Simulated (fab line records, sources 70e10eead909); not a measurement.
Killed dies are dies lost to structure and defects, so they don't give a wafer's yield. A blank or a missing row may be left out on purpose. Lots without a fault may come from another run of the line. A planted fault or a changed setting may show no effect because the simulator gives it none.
A struck lot beside a sound one | flow nand_harc | 18 steps out of a route of 1302
Sound: wafers L666.3, L666.4, L666.6. Struck: wafers L676.2, L676.3, L676.4. The cause comes at the end.
At each step with rows: each side's tool, then ch and its chambers, then its first start. Under that, the readings that differ: sound wafers | struck wafers | difference of the means | sigmas: that difference in standard deviations of wafers without a fault.
alike: readings whose means differ by less than 2 such deviations, and words and numbers that are the same on both sides. not compared: withheld readings, readings that some wafer has no value for, bounds like >300 that may hide the same value, and numbers for which the record gives no deviation and whose values overlap.
The two part at a step that has a row with sigmas, a row that says differs or no value, or rows on one side only. Numbers that don't overlap but have no deviation are shown without sigmas and don't part them. A reading that every wafer of one side lacks parts them only if that side has two wafers or more.

NHARC_P_GATE_CD_MEAS_46: target cd 720 nm.
  sound on cd_sem-01 ch 0, day 6 04:16; struck on cd_sem-02 ch 0, day 10 10:02
  reading    | sound             | struck            | difference | sigmas
  cd_nm (nm) | 722.5 722.9 722.1 | 718.7 717.8 716.5 | -4.8       | -3
then, 1 step without rows for these wafers: NHARC_P_GATE_HARDBAKE_47 (time 80 s).
NHARC_P_GATE_DESCUM_48: chemistry O2, time 3 s.
  sound on rie_diel-12 ch 1,2,3, day 6 04:25; struck on rie_diel-12 ch 0,1,2, day 10 10:12
  alike: drypump_motor_current_A, oes_product_au, rf_vpp_V, showerhead_plenum_p_Torr, throttle_valve_pct
  not compared: rf_hours_counter_h
then, 1 step without rows for these wafers: NHARC_P_GATE_IMPLANT_49.
NHARC_P_GATE_STRIP_111: strips in N2/H2, time 250 s.
  sound on plasma_asher-01 ch 0,1, day 6 04:53; struck on plasma_asher-01 ch 0,1, day 10 10:37
  alike: drypump_motor_current_A, heater_power_w
  not compared: rf_hours_counter_h
NHARC_P_GATE_STRIP_75: strips in O2.
  sound on plasma_asher-01 ch 0,1, day 6 05:07; struck on plasma_asher-01 ch 0,1, day 10 10:53
  alike: drypump_motor_current_A, heater_power_w
  not compared: rf_hours_counter_h
then, 6 steps without rows for these wafers: NHARC_P_GATE_STRIP_50 (strips in SPM, time 900 s); NHARC_P_GATE_DEHYDRATE_51 (time 120 s); NHARC_P_GATE_HMDS_52 (time 30 s); NHARC_P_GATE_COAT_53; NHARC_P_GATE_SOFTBAKE_54 (time 95 s); NHARC_P_GATE_EBR_55.
NHARC_P_GATE_EXPOSE_56: exposes mask P PSD, target cd 720 nm.
  sound on krf_scanner-02 ch 0, day 6 05:52; struck on krf_scanner-01 ch 0, day 10 11:38
  reading               | sound                   | struck                           | difference | sigmas
  mask                  | P_PSD#0 P_PSD#0 P_PSD#0 | P_PSD_R1#0 P_PSD_R1#0 P_PSD_R1#0 | differs    |
  stage_vel_mm_s (mm/s) | 500.50 499.97 500.37    | 499.71 499.64 499.88             | -0.54      | -2
  alike: reticle_temp_C
then, 2 steps without rows for these wafers: NHARC_P_GATE_PEB_57 (peb time 85 s); NHARC_P_GATE_DEVELOP_58 (time 70 s).
NHARC_P_GATE_CD_MEAS_59: target cd 720 nm.
  sound on cd_sem-01 ch 0, day 6 06:01; struck on cd_sem-01 ch 0, day 10 11:48
  reading    | sound             | struck            | difference | sigmas
  cd_nm (nm) | 719.2 719.1 718.4 | 809.6 811.6 812.4 | +92.3      | +46
then, 1 step without rows for these wafers: NHARC_P_GATE_HARDBAKE_60 (time 80 s).
-- the record jumps here: 19 days lie between the struck wafers' starts before and after (it left off in module P_GATE and takes up again in module END, whose first step shown is number 1302 of the route) --
NHARC_END_SORT_01:
  the record has rows for the struck wafers here (prober-02 ch 0, day 29 01:39) and none for the sound ones

WHERE THEY PART
First at NHARC_P_GATE_CD_MEAS_46; last, within this record, at NHARC_END_SORT_01.

WHY: what the simulator had put in
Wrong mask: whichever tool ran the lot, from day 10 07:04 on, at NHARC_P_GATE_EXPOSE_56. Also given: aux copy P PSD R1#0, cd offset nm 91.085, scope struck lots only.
